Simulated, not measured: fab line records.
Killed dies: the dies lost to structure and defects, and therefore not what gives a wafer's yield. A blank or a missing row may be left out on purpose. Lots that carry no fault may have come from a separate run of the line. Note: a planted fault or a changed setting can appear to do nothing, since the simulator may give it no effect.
fab line records | flow n5Finfet
record lots=7 | wafers=21
route steps=1938 shown BEOL_M11@1543 BEOL_M12@1653
startH: hours from the record's first day to the start of the lot's first wafer shown | waitH: time in hours since the lot's previous step | " the same as in the row above | L1.1+2: one row covering several wafers at once | - no value, or no start given | * or withheld: withheld | < > ~ a bound
route shown NAME@n: NAME is a module with steps in the file, n the number in the route of the first one | usual: mean/standard deviation of fault-free wafers | same: alike in all rows | chamber/n: place in a boat | sites: each site's reading | _std_site: the values' standard deviation | _edge_site: outer sites' mean less inner sites' | radiusMm: for every site, how far away it sits from the centre of the wafer | mask NAME#n: copy n | behind: the tool/chamber that last shaped the wafer | hold: the reason the lot was held/the length of the hold in hours/how it ended | device: the transistor (n, p or np) that didn't switch | end of line: the same wafers' tests at the end of the route | for a step that has no rows: nothing shown but its recipe | killed: dies lost to structure and defects at the first sort, not the wafer's yield | map: shows each die of a wafer: x if killed, . if not, _ if none is there
set.NAME: the setting the step ran with; set.NAME@STEP: the setting that earlier step ran with | model.NAME: the simulator's own value behind a step, which no gauge read
lots where settings were altered on purpose, with a table for each step and a row for each wafer
## steps
# step N5_BEOL_M11_COAT_05
# recipe resist=CAR-ArF | spinRpm=1500 | resistThkNm=90
lot.wafer | tool          | chamber | startH | waitH | set.spinRpm | model.CAR-ArF_of_BEOL_M11_COAT_05.thkNm
L074.1    | lithoTrack-05 | 0       | -      | -     | 1500        | 89.6
L074.2    | "             | 0       | "      | "     | 1668        | 85
L074.3    | "             | 0       | "      | "     | 1500        | 89.4
L076.1+2  | lithoTrack-01 | 0       | -      | -     | 1364        | 94.4
L076.6    | "             | 0       | "      | "     | 1500        | 90.2
L083.3    | lithoTrack-04 | 0       | -      | -     | 1500        | 90
L083.4+5  | "             | 0       | "      | "     | 1608        | 87
L089.1    | lithoTrack-01 | 0       | -      | -     | 1500        | 89.8
L089.4    | "             | 0       | "      | "     | 1500        | 89.6
L089.5    | "             | 0       | "      | "     | 1500        | 90
L092.1+4  | lithoTrack-04 | 0       | -      | -     | 1500        | 90.2
L092.6    | "             | 0       | "      | "     | 1568        | 88
L095.1+4  | lithoTrack-04 | 0       | -      | -     | 1500        | 90.2
L095.3    | "             | 0       | "      | "     | 1500        | 89.6
L096.2+4  | lithoTrack-05 | 0       | -      | -     | 1360        | 94.2
L096.5    | "             | 0       | "      | "     | 1500        | 89.6
# step N5_BEOL_M11_EBR_07
# recipe solvent=PGMEA | ebrWidthMm=1.5
# step N5_BEOL_M11_SOFTBAKE_06
# recipe tempC=110 | timeS=60 | resist=CAR-ArF
# step N5_BEOL_M11_EXPOSE_08
# recipe maskId=M11 | na=1.35 | sourceShape=dipole | sigmaInner=0.411 | sigmaOuter=0.611 | polarization=te | doseMj=53.75
# step N5_BEOL_M11_PEB_09
# recipe pebTempC=withheld | pebTimeS=60 | resist=CAR-ArF
# step N5_BEOL_M11_DEVELOP_10
# recipe developTimeS=30 | developer=TMAH | resist=CAR-ArF | rinseLiquid=diw | dry=airSpin | devTempC=23
lot.wafer | tool          | chamber | startH | waitH | set.spinRpm@BEOL_M11_COAT_05 | model.CAR-ArF_of_BEOL_M11_COAT_05.thkNm
L074.1    | lithoTrack-01 | 0       | -      | -     | 1500                         | 87.8
L074.2    | "             | 0       | "      | "     | 1668                         | 83.2
L074.3    | "             | 0       | "      | "     | 1500                         | 87.6
L076.1    | lithoTrack-04 | 0       | -      | -     | 1364                         | 92.8
L076.2    | "             | 0       | "      | "     | 1364                         | 92.6
L076.6    | "             | 0       | "      | "     | 1500                         | 88.4
L083.3    | lithoTrack-05 | 0       | -      | -     | 1500                         | 88.2
L083.4+5  | "             | 0       | "      | "     | 1608                         | 85.4
L089.1    | lithoTrack-04 | 0       | -      | -     | 1500                         | 88
L089.4    | "             | 0       | "      | "     | 1500                         | 87.8
L089.5    | "             | 0       | "      | "     | 1500                         | 88.2
L092.1    | lithoTrack-01 | 0       | -      | -     | 1500                         | 88.4
L092.4    | "             | 0       | "      | "     | 1500                         | 88.6
L092.6    | "             | 0       | "      | "     | 1568                         | 86.2
L095.1    | lithoTrack-01 | 0       | -      | -     | 1500                         | 88.4
L095.3    | "             | 0       | "      | "     | 1500                         | 88
L095.4    | "             | 0       | "      | "     | 1500                         | 88.6
L096.2+4  | lithoTrack-01 | 0       | -      | -     | 1360                         | 92.6
L096.5    | "             | 0       | "      | "     | 1500                         | 87.8
# step N5_BEOL_M11_DESCUM_16
# recipe chemistry=O2 | timeS=7.9 | sourcePowerW=50 | biasPowerW=20 | pressureMtorr=20 | rfFrequencyHz=2.712e+07 | tempC=40 | resist=CAR-ArF | o2FlowSccm=225
lot.wafer | tool       | chamber | startH | waitH | set.timeS | set.spinRpm@BEOL_M11_COAT_05 | model.CAR-ArF_of_BEOL_M11_COAT_05.thkNm
L074.1    | rieDiel-03 | 1       | 209.86 | 0.0   | 7.9       | 1500                         | 83
L074.2    | "          | 2       | "      | "     | 7.9       | 1668                         | 78.4
L074.3    | "          | 3       | "      | "     | 9.399     | 1500                         | 81.8
L076.1    | rieDiel-04 | 3       | 233.71 | 0.0   | 6.157     | 1364                         | 89
L076.2    | "          | 0       | "      | "     | 6.157     | 1364                         | 88.8
L076.6    | "          | 0       | "      | "     | 6.157     | 1500                         | 84.6
L083.3    | rieDiel-03 | 0       | 273.63 | 0.0   | 7.9       | 1500                         | 83.4
L083.4    | "          | 2       | "      | "     | 7.9       | 1608                         | 80.6
L083.5    | "          | 0       | "      | "     | 7.9       | 1608                         | 80.4
L089.1    | rieDiel-05 | 2       | 313.37 | 0.0   | 7.9       | 1500                         | 83.2
L089.4    | "          | 3       | "      | "     | 7.9       | 1500                         | 82.8
L089.5    | "          | 1       | "      | "     | 7.9       | 1500                         | 83.4
L092.1+4  | rieDiel-03 | 1,0     | 332.47 | 0.0   | 7.9       | 1500                         | 83.6
L092.6    | "          | 2       | "      | "     | 7.9       | 1568                         | 81.4
L095.1+4  | rieDiel-04 | 0,2     | 357.72 | 0.0   | 7.9       | 1500                         | 83.6
L095.3    | "          | 3       | "      | "     | 7.9       | 1500                         | 83.2
L096.2+4  | rieDiel-03 | 1,2     | 367.69 | 0.1   | 7.9       | 1360                         | 87.8
L096.5    | "          | 2       | "      | "     | 7.9       | 1500                         | 83
# step N5_BEOL_M11_TRENCH_ETCH_37
# recipe chemistry=C4F6/O2 | targetDepthA=1488.3 | target=SiCOH_lowk | timeS=48 | ionEnergyEv=250 | pressureMtorr=30 | sourceW=345 | biasW=185 | Ar_flow_sccm=300 | C4F6_flow_sccm=10 | O2_flow_sccm=10
lot.wafer | tool       | chamber | startH | waitH | set.timeS | model.BEOL_M11.featureDepthNm | model.etch.depthNm
L074.1    | rieDiel-03 | 3       | -      | -     | 38.39     | 122.6                         | 122.6
L074.2    | "          | 1       | "      | "     | 38.39     | 119.4                         | 119.4
L074.3    | "          | 2       | "      | "     | 48        | 147.2                         | 147.2
L076.1    | rieDiel-03 | 0       | -      | -     | 48        | 152.6                         | 152.6
L076.2    | "          | 2       | "      | "     | 48        | 149                           | 148.9
L076.6    | "          | 1       | "      | "     | 48        | 149.2                         | 149.2
L083.3    | rieDiel-04 | 1       | -      | -     | 48        | 143                           | 143.1
L083.4    | "          | 0       | "      | "     | 48        | 149.8                         | 149.8
L083.5    | "          | 3       | "      | "     | 48        | 148.8                         | 148.9
L089.1    | rieDiel-03 | 2       | -      | -     | 48        | 148.2                         | 148.2
L089.4    | "          | 3       | "      | "     | 48        | 155.4                         | 155.5
L089.5    | "          | 1       | "      | "     | 48        | 151.8                         | 151.8
L092.1    | rieDiel-03 | 3       | -      | -     | 48        | 152.8                         | 152.7
L092.4    | "          | 1       | "      | "     | 58.53     | 182                           | 182.1
L092.6    | "          | 0       | "      | "     | 48        | 152.4                         | 152.4
L095.1    | rieDiel-05 | 1       | -      | -     | 43.4      | 131                           | 131.1
L095.3    | "          | 3       | "      | "     | 48        | 149.6                         | 149.7
L095.4    | "          | 0       | "      | "     | 48        | 146.2                         | 146.2
L096.2    | rieDiel-05 | 2       | -      | -     | 40.14     | 123.2                         | 123.1
L096.4    | "          | 2       | "      | "     | 40.14     | 126.2                         | 126.1
L096.5    | "          | 0       | "      | "     | 40.14     | 123.8                         | 123.9
# step N5_BEOL_M11_ETCH_41
# recipe chemistry=CH3F/O2 | target=SiCN | targetDepthA=426 | taperDeg=2 | timeS=86 | ionEnergyEv=120 | maskMaterial=TiN | pressureMtorr=30 | sourceW=395 | biasW=75 | Ar_flow_sccm=150 | CH3F_flow_sccm=30 | O2_flow_sccm=20
lot.wafer | tool       | chamber | startH | waitH | set.timeS | model.etch.depthNm
L074.1    | rieDiel-03 | 3       | -      | -     | 86        | 33.79
L074.2    | "          | 1       | "      | "     | 69.15     | 26.37
L074.3    | "          | 2       | "      | "     | 69.15     | 26.17
L076.1    | rieDiel-03 | 0       | -      | -     | 86        | 33.65
L076.2    | "          | 2       | "      | "     | 86        | 32.57
L076.6    | "          | 1       | "      | "     | 86        | 32.95
L083.3    | rieDiel-04 | 1       | -      | -     | 86        | 31.68
L083.4    | "          | 0       | "      | "     | 86        | 32.86
L083.5    | "          | 3       | "      | "     | 86        | 32.42
L089.1    | rieDiel-03 | 2       | -      | -     | 86        | 32.57
L089.4    | "          | 3       | "      | "     | 86        | 33.89
L089.5    | "          | 1       | "      | "     | 86        | 32.98
L092.1    | rieDiel-03 | 3       | -      | -     | 96.35     | 37.76
L092.4    | "          | 1       | "      | "     | 86        | 32.96
L092.6    | "          | 0       | "      | "     | 86        | 33.71
L095.1    | rieDiel-05 | 1       | -      | -     | 98.63     | 36.87
L095.3    | "          | 3       | "      | "     | 98.63     | 37.76
L095.4    | "          | 0       | "      | "     | 98.63     | 37.02
L096.2    | rieDiel-05 | 2       | -      | -     | 86        | 31.8
L096.4    | "          | 2       | "      | "     | 67.7      | 25.27
L096.5    | "          | 0       | "      | "     | 86        | 31.54
# step N5_BEOL_M11_STRIP_77
# recipe chemistry=N2/H2 | timeS=10 | powerW=450 | tempC=40 | pressureMtorr=20 | rfFrequencyHz=6e+07 | biasPowerW=7 | n2FlowSccm=200 | h2FlowSccm=200
# step N5_BEOL_M11_OCD_MEAS_38
# usual trenchDepthNm=149/3.2
lot.wafer | tool   | chamber | startH | waitH | set.timeS@BEOL_M11_TRENCH_ETCH_37 | trenchDepthNm
L074.1    | ocd-02 | -       | 211.34 | -     | 38.39                             | 123
L074.2    | "      | -       | "      | "     | 38.39                             | 119
L074.3    | "      | -       | "      | "     | 48                                | 147
L076.1    | ocd-01 | -       | 236.50 | -     | 48                                | 153
L076.2    | "      | -       | "      | "     | 48                                | 149
L076.6    | "      | -       | "      | "     | 48                                | 149
L083.3    | ocd-02 | -       | 275.46 | -     | 48                                | 143
L083.4    | "      | -       | "      | "     | 48                                | 150
L083.5    | "      | -       | "      | "     | 48                                | 150
L089.1    | ocd-02 | -       | 314.93 | -     | 48                                | 149
L089.4    | "      | -       | "      | "     | 48                                | 156
L089.5    | "      | -       | "      | "     | 48                                | 152
L092.1    | ocd-01 | -       | 336.92 | -     | 48                                | 152
L092.4    | "      | -       | "      | "     | 58.53                             | 182
L092.6    | "      | -       | "      | "     | 48                                | 152
L095.1    | ocd-02 | -       | 360.15 | -     | 43.4                              | 131
L095.3    | "      | -       | "      | "     | 48                                | 150
L095.4    | "      | -       | "      | "     | 48                                | 146
L096.2    | ocd-01 | -       | 370.34 | -     | 40.14                             | 123
L096.4    | "      | -       | "      | "     | 40.14                             | 126
L096.5    | "      | -       | "      | "     | 40.14                             | 124
# step N5_BEOL_M11_HM_STRIP_39
# recipe chemistry=peroxideTinStrip | material=TiN | targetDepthA=250 | tempC=50 | timeS=158
# step N5_BEOL_M11_SRD_40
# recipe timeS=30 | tempC=23 | rinseLiquid=diw | dry=ipaMarangoni
# step N5_BEOL_M11_ECD_50
# recipe material=Cu | targetThkA=3180
# step N5_BEOL_M11_ANNEAL_51
# recipe tempC=225 | timeS=90 | ambient=N2
# step N5_BEOL_M11_CMP_52
# recipe stopOn=SiCOH_lowk | tOverpolishS=7 | downForcePsi=1 | platenRpm=50 | clearingPlatenDownForcePsi=1.5 | clearingPlatenRpm=50 | postCmpClean=cuAlkaline | targetThkNm=140 | clearingPlatenPadVelocityMS=0.99484 | padVelocityMS=0.99484
lot.wafer | tool   | chamber | startH | waitH | set.timeS@BEOL_M11_TRENCH_ETCH_37 | model.Cu_of_BEOL_M11_ECD_50.thkNm
L074.1    | cmp-01 | 0       | 213.57 | 0.3   | 38.39                             | 116.2
L074.3    | "      | 2       | "      | "     | 48                                | 138.4
L074.2    | "      | 3       | "      | "     | 38.39                             | 110.8
L076.1    | cmp-04 | 0       | 238.42 | 0.3   | 48                                | 142.6
L076.2    | "      | 2       | "      | "     | 48                                | 140.2
L076.6    | "      | 0       | "      | "     | 48                                | 139.2
L083.4    | cmp-04 | 3       | 277.90 | 0.2   | 48                                | 142.8
L083.3    | "      | 1       | "      | "     | 48                                | 135.8
L083.5    | "      | 2       | "      | "     | 48                                | 141.4
L089.4    | cmp-02 | 0       | 318.13 | 0.1   | 48                                | 147.6
L089.1    | "      | 2       | "      | "     | 48                                | 139.2
L089.5    | "      | 0       | "      | "     | 48                                | 144.6
L092.1    | cmp-01 | 0       | 339.18 | 0.3   | 48                                | 145
L092.4    | "      | 1       | "      | "     | 58.53                             | 170.6
L092.6    | "      | 1       | "      | "     | 48                                | 142
L095.4    | cmp-01 | 1       | 362.27 | 0.2   | 48                                | 135.8
L095.1    | "      | 2       | "      | "     | 43.4                              | 121.6
L095.3    | "      | 3       | "      | "     | 48                                | 140
L096.2    | cmp-04 | 0       | 372.69 | 0.2   | 40.14                             | 112.2
L096.4    | "      | 2       | "      | "     | 40.14                             | 116.8
L096.5    | "      | 0       | "      | "     | 40.14                             | 114
# step N5_BEOL_M11_THK_MEAS_53
# recipe thkMeasGauge=xrf | reads=Cu_of_BEOL_M11_ECD_50
# usual M11_THK=136/3.2
lot.wafer | tool         | chamber | startH | waitH | set.timeS@BEOL_M11_TRENCH_ETCH_37 | M11_THK[nm]
L074.1    | filmMetro-02 | -       | 213.87 | -     | 38.39                             | 113
L074.2    | "            | -       | "      | "     | 38.39                             | 108
L074.3    | "            | -       | "      | "     | 48                                | 135
L076.1    | filmMetro-01 | -       | 238.69 | 0.2   | 48                                | 139
L076.2    | "            | -       | "      | "     | 48                                | 137
L076.6    | "            | -       | "      | "     | 48                                | 135
L083.3    | filmMetro-01 | -       | 278.15 | -     | 48                                | 130
L083.4    | "            | -       | "      | "     | 48                                | 136
L083.5    | "            | -       | "      | "     | 48                                | 136
L089.1    | filmMetro-01 | -       | 318.42 | -     | 48                                | 134
L089.4    | "            | -       | "      | "     | 48                                | 143
L089.5    | "            | -       | "      | "     | 48                                | 140
L092.1    | filmMetro-02 | -       | 339.48 | -     | 48                                | 141
L092.4    | "            | -       | "      | "     | 58.53                             | 165
L092.6    | "            | -       | "      | "     | 48                                | 138
L095.1    | filmMetro-01 | -       | 362.53 | -     | 43.4                              | 118
L095.3    | "            | -       | "      | "     | 48                                | 136
L095.4    | "            | -       | "      | "     | 48                                | 131
L096.2    | filmMetro-02 | -       | 372.98 | -     | 40.14                             | 108
L096.4    | "            | -       | "      | "     | 40.14                             | 113
L096.5    | "            | -       | "      | "     | 40.14                             | 110
# step N5_BEOL_M11_PRE_CLEAN_55
# recipe gas=NH3 | timeS=15 | tempC=withheld | rfPowerW=300
# step N5_BEOL_M11_DEP_56
# recipe material=SiCN | targetThkA=300 | tempC=withheld | precursor=3MS/NH3 | pressureTorr=3 | rfW=675 | timeS=10.5
# step N5_BEOL_M11_RS_MEAS_57
# recipe thkMeasGauge=four-point-probe | reads=Cu_of_BEOL_M11_ECD_50+Co_of_BEOL_M11_CVD_75+TaN_of_BEOL_M11_ALD_74
# usual M11_RS=0.150/0.0039
lot.wafer | tool         | chamber | startH | waitH | set.timeS@BEOL_M11_TRENCH_ETCH_37 | M11_RS[ohm/sq]
L074.1    | filmMetro-01 | -       | 213.99 | 0.0   | 38.39                             | 0.185
L074.2    | "            | -       | "      | "     | 38.39                             | 0.196
L074.3    | "            | -       | "      | "     | 48                                | 0.152
L076.1    | filmMetro-01 | -       | 238.82 | 0.0   | 48                                | 0.148
L076.2    | "            | -       | "      | "     | 48                                | 0.150
L076.6    | "            | -       | "      | "     | 48                                | 0.152
L083.3    | filmMetro-02 | -       | 278.28 | 0.0   | 48                                | 0.156
L083.4    | "            | -       | "      | "     | 48                                | 0.147
L083.5    | "            | -       | "      | "     | 48                                | 0.149
L089.1    | filmMetro-02 | -       | 318.55 | 0.0   | 48                                | 0.152
L089.4    | "            | -       | "      | "     | 48                                | 0.142
L089.5    | "            | -       | "      | "     | 48                                | 0.145
L092.1    | filmMetro-02 | -       | 339.60 | 0.0   | 48                                | 0.145
L092.4    | "            | -       | "      | "     | 58.53                             | 0.121
L092.6    | "            | -       | "      | "     | 48                                | 0.148
L095.1    | filmMetro-02 | -       | 362.65 | 0.0   | 43.4                              | 0.176
L095.3    | "            | -       | "      | "     | 48                                | 0.151
L095.4    | "            | -       | "      | "     | 48                                | 0.156
L096.2    | filmMetro-02 | -       | 373.11 | 0.0   | 40.14                             | 0.193
L096.4    | "            | -       | "      | "     | 40.14                             | 0.184
L096.5    | "            | -       | "      | "     | 40.14                             | 0.190
# step N5_BEOL_M12_CMP_49
# recipe stopOn=SiOC | tOverpolishS=20.6 | downForcePsi=1 | platenRpm=50 | clearingPlatenDownForcePsi=1.5 | clearingPlatenRpm=50 | postCmpClean=cuAlkaline | targetThkNm=320 | clearingPlatenPadVelocityMS=0.99484 | padVelocityMS=0.99484
# usual barrierFieldEndpointS=30.6/0.72
lot.wafer | tool   | chamber | startH | waitH | set.downForcePsi | barrierFieldEndpointS
L074.1    | cmp-03 | 1       | 218.15 | 0.3   | 1.072            | 29.0
L074.3    | "      | 2       | "      | "     | 1                | 31.2
L074.2    | "      | 0       | "      | "     | 1                | 30.6
L076.2    | cmp-02 | 2       | 242.64 | 0.2   | 0.9071           | 32.9
L076.1    | "      | 0       | "      | "     | 1                | 30.2
L076.6    | "      | 3       | "      | "     | 0.9071           | 34.4
L083.3    | cmp-02 | 0       | 286.38 | 0.2   | 1                | 30.2
L083.4    | "      | 3       | "      | "     | 1                | 29.9
L083.5    | "      | 0       | "      | "     | 1                | 30.8
L089.4    | cmp-04 | 1       | 322.88 | 0.1   | 1                | 30.1
L089.1    | "      | 3       | "      | "     | 1                | 31.1
L089.5    | "      | 1       | "      | "     | 1                | 32.5
L092.1    | cmp-04 | 2       | 345.00 | 0.3   | 1                | 30.1
L092.4    | "      | 0       | "      | "     | 1                | 29.5
L092.6    | "      | 2       | "      | "     | 1                | 29.6
L095.3    | cmp-03 | 0       | 366.99 | 0.2   | 1                | 30.2
L095.1    | "      | 1       | "      | "     | 0.8465           | 35.7
L095.4    | "      | 3       | "      | "     | 0.8465           | 36.9
L096.2    | cmp-04 | 1       | 380.06 | 0.3   | 1                | 30.1
L096.4    | "      | 2       | "      | "     | 1                | 30.4
L096.5    | "      | 3       | "      | "     | 0.8567           | 37.0
## key
split step=N5_BEOL_M11_COAT_05 | setting=spinRpm | stated=1500 | by=wafer
response step=N5_BEOL_M11_COAT_05 | reading=model.CAR-ArF_of_BEOL_M11_COAT_05.thkNm | change=-0.444 | per=1% | r=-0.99
response step=N5_BEOL_M11_DEVELOP_10 | reading=model.CAR-ArF_of_BEOL_M11_COAT_05.thkNm | change=-0.449 | per=1% | r=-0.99
response step=N5_BEOL_M11_DESCUM_16 | reading=model.CAR-ArF_of_BEOL_M11_COAT_05.thkNm | change=-0.434 | per=1% | r=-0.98
split step=N5_BEOL_M11_DESCUM_16 | setting=timeS | stated=7.9 | by=wafer
response none clear
split step=N5_BEOL_M11_TRENCH_ETCH_37 | setting=timeS | stated=48 | by=wafer
response step=N5_BEOL_M11_TRENCH_ETCH_37 | reading=model.BEOL_M11.featureDepthNm | change=+1.37 | per=1% | r=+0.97
response step=N5_BEOL_M11_TRENCH_ETCH_37 | reading=model.etch.depthNm | change=+1.37 | per=1% | r=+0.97
response step=N5_BEOL_M11_OCD_MEAS_38 | reading=trenchDepthNm | change=+1.37 | per=1% | r=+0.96
response step=N5_BEOL_M11_CMP_52 | reading=model.Cu_of_BEOL_M11_ECD_50.thkNm | change=+1.28 | per=1% | r=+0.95
response step=N5_BEOL_M11_THK_MEAS_53 | reading=M11_THK | change=+1.25 | per=1% | r=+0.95
response step=N5_BEOL_M11_RS_MEAS_57 | reading=M11_RS | change=-0.00158 | per=1% | r=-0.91
split step=N5_BEOL_M11_ETCH_41 | setting=timeS | stated=86 | by=wafer
response step=N5_BEOL_M11_ETCH_41 | reading=model.etch.depthNm | change=+0.343 | per=1% | r=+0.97
split step=N5_BEOL_M12_CMP_49 | setting=downForcePsi | stated=1 | by=wafer
response step=N5_BEOL_M12_CMP_49 | reading=barrierFieldEndpointS | change=-0.408 | per=1% | r=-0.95
